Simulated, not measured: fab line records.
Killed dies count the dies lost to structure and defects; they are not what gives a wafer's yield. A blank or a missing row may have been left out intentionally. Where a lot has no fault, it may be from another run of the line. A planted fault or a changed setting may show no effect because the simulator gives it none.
Chamber matching	flow nandHarc	NHARC_A_ONON_D2_DEP_33 on pecvd-04: 3 sister chambers
The step deposits SiO2, target thk 200 nm. 27 wafers are shown with their chamber, then 12 later ones without.

## EACH WAFER AND ITS CHAMBER
wafer	chamber	heaterPowerW (W)	throttleValvePct (%)
L074.3	0	684	16.0
L074.4	0	677	16.3
L074.6	2	721	15.7
L074.1	1	575	15.6
L074.2	2	710	15.7
L074.5	1	577	15.6
L077.3	2	775	15.8
L077.4	2	780	15.9
L077.5	1	475	16.0
L078.2	2	627	16.1
L078.3	1	524	15.7
L078.5	1	533	15.7
L078.1	0	663	16.2
L078.4	0	689	16.2
L078.6	2	649	15.4
L080.1	2	768	15.7
L080.3	0	622	16.3
L080.5	0	640	16.0
L080.2	1	507	15.8
L080.4	2	765	15.8
L080.6	1	504	15.7
L085.1	1	509	15.8
L085.3	0	632	16.1
L085.6	2	756	15.7
L088.2	0	672	16.4
L088.5	1	465	16.1
L088.6	0	664	16.2

SIGNATURES, as means of the wafers listed above
reading	chamber 0	chamber 1	chamber 2	scatter within a chamber
heaterPowerW	660.33	518.78	727.89	41.8
throttleValvePct	16.189	15.778	15.756	0.167
Rule: a wafer lies at a distance from a chamber equal to the root of the sum of squares, over the readings, of (its reading less the chamber's mean, divided by the reading's scatter). The wafer belongs to the nearest chamber; if the next one is less than 2 further off, it can't be placed. How the scatter is found: for the shown wafers, subtract from each reading the mean of its chamber, square and add these, divide the total by (wafers less chambers), then take the root.

## WAFERS WITH NO CHAMBER GIVEN
wafer	heaterPowerW (W)	throttleValvePct (%)
L090.1	744	15.9
L090.4	764	16.1
L090.5	595	16.5
L094.1	712	16.5
L094.2	686	15.8
L094.5	708	16.4
L095.1	700	16.1
L095.2	725	15.9
L095.5	713	16.3
L096.3	487	15.7
L096.5	500	15.5
L096.6	588	16.1

## WHICH CHAMBER EACH ONE RAN IN
wafer	from the rows above	in truth
L090.1	can't be placed: 2 or 0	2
L090.4	can't be placed: 2 or 0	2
L090.5	0	0
L094.1	0	0
L094.2	can't be placed: 2 or 0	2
L094.5	0	0
L095.1	can't be placed: 0 or 2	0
L095.2	can't be placed: 2 or 0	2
L095.5	can't be placed: 0 or 2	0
L096.3	1	1
L096.5	1	1
L096.6	can't be placed: 0 or 1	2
5 of 12 placed correctly. Unplaceable from these rows: 7, with the true chamber sitting among the candidates in 6. Wrongly placed: 0.
